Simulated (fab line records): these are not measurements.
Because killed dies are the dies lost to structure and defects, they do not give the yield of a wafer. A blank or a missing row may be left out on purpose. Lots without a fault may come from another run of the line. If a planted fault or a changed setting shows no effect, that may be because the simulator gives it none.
fab line records	flow nand_harc
record lots=13	wafers=39	last_day=33
route steps=1302 shown P_ZERO_WELL@19 P_STI@83 P_GATE@144
lots that met no fault: taken from a fault-free run of the same line
start_h: start of the lot's first displayed wafer, in hours after the record's first day	wait_h: hours from the lot's prior step to this one	" as in the row above	L1.1+2: several wafers, shown together as one row	- either no value or no given start	* or withheld: withheld	< > ~ a bound
route shown NAME@n: NAME is a module with steps in the file, n the number in the route of the first one	usual: mean and standard deviation over wafers with no fault	same: alike in all rows	chamber/n: place in a boat	sites: per-site readings	_std_site: standard deviation across them	_edge_site: mean of outer sites minus mean of inner sites	radius_mm: how far each site lies from the wafer's centre	mask NAME#n: copy n	behind: tool/chamber where the wafer was last shaped	hold: reason for holding the lot/hours on hold/outcome of the hold	device: names the non-switching transistor (n, p or np)	end of line: tests of these same wafers at the route's end	for a step that has no rows: nothing shown but its recipe	killed: dies lost to structure and defects at the first sort, not the wafer's yield	map: a wafer's dies, x killed, . not, _ none there
set.NAME: the run value of the setting; set.NAME@STEP: its run value at that earlier step	model.NAME: the simulator's own value behind a step, which no gauge read
a sample of lots followed through the steps of the route, with each step as a table and each wafer as a row
services: when a tool's chamber went out of use (start_h, in hours from the record's first day, below 0 if earlier), for how many hours, and the reason
## steps
# step NHARC_P_ZERO_WELL_ETCH_63
# recipe target_depth_a=1200	time_s=40.1	hbr_flow_sccm=150	cl2_flow_sccm=50	rf_w=400	icp_w=400	bias_w=100	chemistry=HBr/Cl2
# usual drypump_motor_current_A=5.9/0.6	oes_product_au=0.999/0.0088	throttle_valve_pct=26.406/0.0098
lot.wafer	tool	chamber	start_h	wait_h	drypump_motor_current_A	oes_product_au	rf_hours_counter_h	throttle_valve_pct
L278.3	rie_si-06	2	7.63	-	6.0	1.004	0.8	26.399
L278.2	"	3	"	"	5.6	1.021	0.9	26.410
L278.1	"	0	"	"	6.5	1.014	0.8	26.410
L279.1	rie_si-05	3	17.67	-	6.1	0.988	0.5	26.404
L279.3	"	2	"	"	6.3	1.000	0.4	26.406
L279.5	"	1	"	"	6.6	0.999	-	26.406
L280.3	rie_si-05	1	27.67	-	6.5	1.008	0.5	26.409
L280.6	"	1	"	"	6.6	1.001	-	26.416
L280.5	"	2	"	"	6.4	0.988	-	26.389
L281.2	rie_si-06	1	37.55	-	4.6	0.999	0.9	26.418
L281.1	"	3	"	"	5.7	1.000	1.1	26.408
L281.5	"	1	"	"	4.6	1.009	-	26.406
L282.3	rie_si-06	2	47.68	-	6.0	0.998	1.0	26.418
L282.1	"	3	"	"	5.7	1.020	1.1	26.414
L282.6	"	2	"	"	6.0	0.993	-	26.416
L284.1	rie_si-06	0	67.69	-	6.5	1.007	0.1	26.410
L284.4	"	3	"	"	5.7	1.006	0.0	26.384
L284.6	"	0	"	"	6.5	1.004	-	26.388
L285.2	rie_si-06	1	77.53	-	4.7	0.997	0.1	26.420
L285.4	"	2	"	"	6.0	0.997	0.1	26.404
L285.3	"	0	"	"	6.5	0.998	0.1	26.415
L286.2	rie_si-02	1	87.79	-	6.0	0.998	0.0	26.401
L286.1	"	2	"	"	6.5	1.012	0.0	26.411
L286.6	"	1	"	"	6.0	1.011	-	26.398
L294.1	rie_si-05	1	167.70	-	6.6	1.003	0.3	26.391
L294.5	"	2	"	"	6.4	0.998	-	26.434
L294.6	"	3	"	"	6.1	1.000	-	26.385
L295.1	rie_si-05	1	177.54	-	6.5	0.989	0.3	26.429
L295.2	"	2	"	"	6.4	1.000	0.4	26.427
L295.5	"	0	"	"	5.5	0.995	-	26.419
L296.2	rie_si-06	3	187.69	-	5.7	0.995	0.9	26.409
L296.6	"	1	"	"	4.6	0.991	-	26.403
L296.5	"	2	"	"	6.0	1.008	-	26.387
L297.1	rie_si-06	0	197.53	-	6.5	1.002	0.9	26.391
L297.2	"	2	"	"	6.0	1.000	1.0	26.413
L297.6	"	0	"	"	6.5	1.008	-	26.422
L299.3	rie_si-05	2	217.53	-	6.4	0.999	0.6	26.418
L299.4	"	3	"	"	6.1	1.003	0.6	26.414
L299.1	"	1	"	"	6.6	0.987	0.6	26.408
# step NHARC_P_ZERO_WELL_STRIP_56
# recipe time_s=840	temp_c=130	chemistry=SPM
# usual run_length_s=843.2/1.1
lot.wafer	tool	chamber	start_h	wait_h	run_length_s
L278.3	wet_bench-04	0	12.58	0.1	843.4
L278.2	"	3	"	"	844.4
L278.1	"	4	"	"	843.6
L279.1	wet_bench-04	7	22.46	0.2	843.8
L279.3	"	1	"	"	842.3
L279.5	"	4	"	"	844.3
L280.6	wet_bench-09	6	32.33	0.0	841.7
L280.5	"	0	"	"	843.1
L280.3	"	1	"	"	843.9
L281.2	wet_bench-09	3	42.34	0.2	844.0
L281.5	"	6	"	"	841.7
L281.1	"	7	"	"	841.7
L282.3	wet_bench-09	4	52.63	0.1	842.1
L282.1	"	0	"	"	844.2
L282.6	"	1	"	"	843.1
L284.4	wet_bench-05	5	76.61	0.1	842.8
L284.1	"	6	"	"	843.9
L284.6	"	0	"	"	841.3
L285.3	wet_bench-05	7	82.25	0.1	843.5
L285.2	"	0	"	"	842.8
L285.4	"	3	"	"	842.6
L286.1	wet_bench-09	1	92.63	0.2	843.6
L286.2	"	3	"	"	843.6
L286.6	"	4	"	"	842.0
L294.5	wet_bench-09	7	172.32	0.1	262.0
L294.1	"	2	"	"	260.3
L294.6	"	4	"	"	260.9
L295.1	wet_bench-09	4	182.36	0.2	260.2
L295.5	"	7	"	"	261.6
L295.2	"	0	"	"	261.7
L296.6	wet_bench-09	1	192.74	0.0	262.6
L296.5	"	3	"	"	262.5
L296.2	"	4	"	"	260.4
L297.2	wet_bench-05	2	202.23	0.2	844.0
L297.1	"	3	"	"	841.8
L297.6	"	7	"	"	843.5
L299.3	wet_bench-04	0	222.14	0.1	843.1
L299.4	"	1	"	"	842.6
L299.1	"	3	"	"	844.4
# step NHARC_P_STI_CD_MEAS_09
# recipe target_cd_nm=200	landing_energy_ev=500
# usual cd_nm=199.8/1.5
lot.wafer	tool	chamber	start_h	wait_h	cd_nm
L278.1	cd_sem-03	0	27.80	-	200.7
L278.2	"	0	"	"	201.6
L278.3	"	0	"	"	200.4
L279.1	cd_sem-03	0	38.92	-	200.0
L279.3	"	0	"	"	197.3
L279.5	"	0	"	"	199.4
L280.3	cd_sem-03	0	47.86	-	198.1
L280.5	"	0	"	"	200.6
L280.6	"	0	"	"	199.7
L281.1	cd_sem-01	0	59.72	-	199.9
L281.2	"	0	"	"	201.2
L281.5	"	0	"	"	201.0
L282.1	cd_sem-01	0	68.87	-	201.5
L282.3	"	0	"	"	197.7
L282.6	"	0	"	"	200.0
L284.1	cd_sem-03	0	92.60	-	200.6
L284.4	"	0	"	"	199.8
L284.6	"	0	"	"	200.3
L285.2	cd_sem-03	0	97.76	-	200.7
L285.3	"	0	"	"	198.7
L285.4	"	0	"	"	200.2
L286.1	cd_sem-03	0	114.73	-	199.4
L286.2	"	0	"	"	198.9
L286.6	"	0	"	"	197.6
L294.1	cd_sem-01	0	191.32	-	200.4
L294.5	"	0	"	"	199.2
L294.6	"	0	"	"	200.1
L295.1	cd_sem-01	0	200.81	-	196.7
L295.2	"	0	"	"	198.7
L295.5	"	0	"	"	196.5
L296.2	cd_sem-02	0	211.21	-	201.4
L296.5	"	0	"	"	198.3
L296.6	"	0	"	"	201.2
L297.1	cd_sem-02	0	221.93	-	201.4
L297.2	"	0	"	"	198.0
L297.6	"	0	"	"	200.5
L299.1	cd_sem-03	0	240.30	-	198.2
L299.3	"	0	"	"	198.9
L299.4	"	0	"	"	198.8
# step NHARC_P_GATE_DESCUM_31
# recipe time_s=3	o2_flow_sccm=200	ar_flow_sccm=0	bias_power_w=0	chemistry=O2
# usual drypump_motor_current_A=6.0/0.42	oes_product_au=1.002/0.0082	rf_vpp_V=57.8/0.85	showerhead_plenum_p_Torr=1.94/0.066	throttle_valve_pct=11.312/0.0094
lot.wafer	tool	chamber	start_h	wait_h	drypump_motor_current_A	oes_product_au	rf_hours_counter_h	rf_vpp_V	showerhead_plenum_p_Torr	throttle_valve_pct
L278.2	rie_diel-12	0	78.61	0.1	6.6	1.002	1	59.4	1.87	11.321
L278.1	"	1	"	"	5.7	1.011	1	57.6	1.86	11.321
L278.3	"	2	"	"	5.8	1.008	1	56.5	1.97	11.314
L279.1	rie_diel-06	3	93.04	0.1	5.6	0.994	9	57.3	1.96	11.309
L279.3	"	0	"	"	5.8	0.986	8	57.4	1.92	11.308
L279.5	"	3	"	"	5.6	1.003	-	58.6	1.96	11.302
L280.3	rie_diel-12	1	97.22	0.1	5.6	1.011	1	58.9	1.86	11.304
L280.5	"	1	"	"	5.6	1.011	-	57.4	1.86	11.317
L280.6	"	2	"	"	5.8	1.003	-	58.5	1.97	11.318
L281.2	rie_diel-10	1	110.82	0.1	5.0	0.992	4	57.9	1.90	11.316
L281.1	"	3	"	"	5.8	0.997	3	57.1	2.06	11.301
L281.5	"	0	"	"	6.2	1.004	-	58.8	2.02	11.318
L282.3	rie_diel-12	2	127.92	0.1	5.8	0.998	2	57.5	1.97	11.311
L282.1	"	3	"	"	6.4	1.001	2	58.4	1.94	11.324
L282.6	"	1	"	"	5.7	1.012	-	57.8	1.86	11.323
L285.2	rie_diel-06	0	150.21	0.1	5.8	1.000	5	58.3	1.91	11.309
L285.3	"	1	"	"	5.4	1.005	4	57.5	1.99	11.300
L285.4	"	3	"	"	5.6	0.993	4	58.5	1.96	11.312
L284.4	rie_diel-12	0	150.38	0.1	6.6	0.999	3	57.1	1.87	11.314
L284.1	"	1	"	"	5.7	0.995	3	58.4	1.86	11.313
L284.6	"	2	"	"	5.8	0.985	-	58.6	1.96	11.304
L286.1	rie_diel-12	3	168.52	0.1	6.3	0.997	5	57.3	1.94	11.296
L286.2	"	2	"	"	5.7	1.006	5	59.0	1.96	11.326
L286.6	"	0	"	"	6.7	1.011	-	57.0	1.87	11.313
L294.1	rie_diel-06	3	244.94	0.1	5.6	0.994	8	57.4	1.96	11.317
L294.5	"	2	"	"	6.4	1.004	-	57.8	2.05	11.291
L294.6	"	1	"	"	5.4	0.999	-	58.5	1.98	11.308
L295.2	rie_diel-12	2	256.82	0.1	5.8	0.998	0	57.7	1.96	11.302
L295.1	"	3	"	"	6.4	0.999	0	59.1	1.94	11.313
L295.5	"	2	"	"	5.7	1.005	-	58.9	1.96	11.319
L296.2	rie_diel-06	1	261.50	0.1	5.4	1.012	10	58.4	1.98	11.320
L296.5	"	0	"	"	5.8	0.988	-	58.2	1.91	11.302
L296.6	"	1	"	"	5.4	0.997	-	56.7	1.98	11.323
L297.1	rie_diel-12	1	276.42	0.1	5.7	1.006	2	58.4	1.86	11.318
L297.2	"	2	"	"	5.8	0.998	3	57.7	1.96	11.298
L297.6	"	2	"	"	5.8	0.999	-	58.1	1.96	11.307
L299.4	rie_diel-10	0	293.03	0.1	6.2	1.008	3	57.6	2.01	11.312
L299.3	"	1	"	"	5.0	0.996	3	57.3	1.90	11.320
L299.1	"	2	"	"	6.1	1.004	4	56.8	1.83	11.322
## services
tool	chamber	start_h	hours	kind
rie_si-06	3	-15.38	5.2	repair
rie_diel-12	-	-0.00	0.9	repair
rie_si-06	0	10.33	2.3	repair
rie_diel-12	3	13.42	5.1	repair
rie_si-05	0	15.67	7.6	repair
wet_bench-04	-	27.20	8.0	pm
rie_si-06	-	48.00	9.0	pm
wet_bench-05	-	60.80	8.0	pm
rie_diel-12	-	67.40	9.0	pm
wet_bench-09	-	85.66	3.5	repair
rie_si-05	-	104.00	9.0	pm
rie_diel-06	-	106.23	9.0	pm
wet_bench-05	-	110.57	3.8	repair
rie_si-06	0	126.16	4.3	repair
wet_bench-09	-	152.80	8.0	pm
rie_si-06	0	178.06	1.3	repair
wet_bench-04	-	196.77	2.4	repair
rie_si-05	0	202.41	3.6	repair
rie_si-06	-	225.00	9.0	pm
rie_diel-06	0	242.11	5.0	repair
rie_diel-12	-	244.40	9.0	pm
rie_diel-12	0	274.54	6.6	repair
rie_si-05	-	281.00	9.0	pm
rie_diel-06	-	283.23	9.0	pm
## key
first_sign step=NHARC_P_ZERO_WELL_STRIP_56	reading=run_length_s	direction=down	sigmas=99+	usual=*	struck=*
effect none on later readings
met_at NHARC_P_ZERO_WELL_STRIP_56
struck_lots L294,L295,L296
tester_left_out L294,L295,L296
not_acting_at NHARC_P_ZERO_WELL_ETCH_63,NHARC_P_STI_CD_MEAS_09,NHARC_P_GATE_DESCUM_31
onset_between 92.63 172.32
fault kind=process_parameter_drift	tool=wet_bench-09	chamber=-	onset_h=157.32	steps=NHARC_P_ZERO_WELL_STRIP_56	channel=time_s	offset=*	shape=step	end_h=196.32	acts_in=*	stated=*
# tester_left_out: of these lots the tester's yield and bins aren't shown, on N5 and GAA mostly nor the transistor test; their killed dies are dies lost to structure and defects alone, not to doping, threshold or leakage, so they don't give the yield
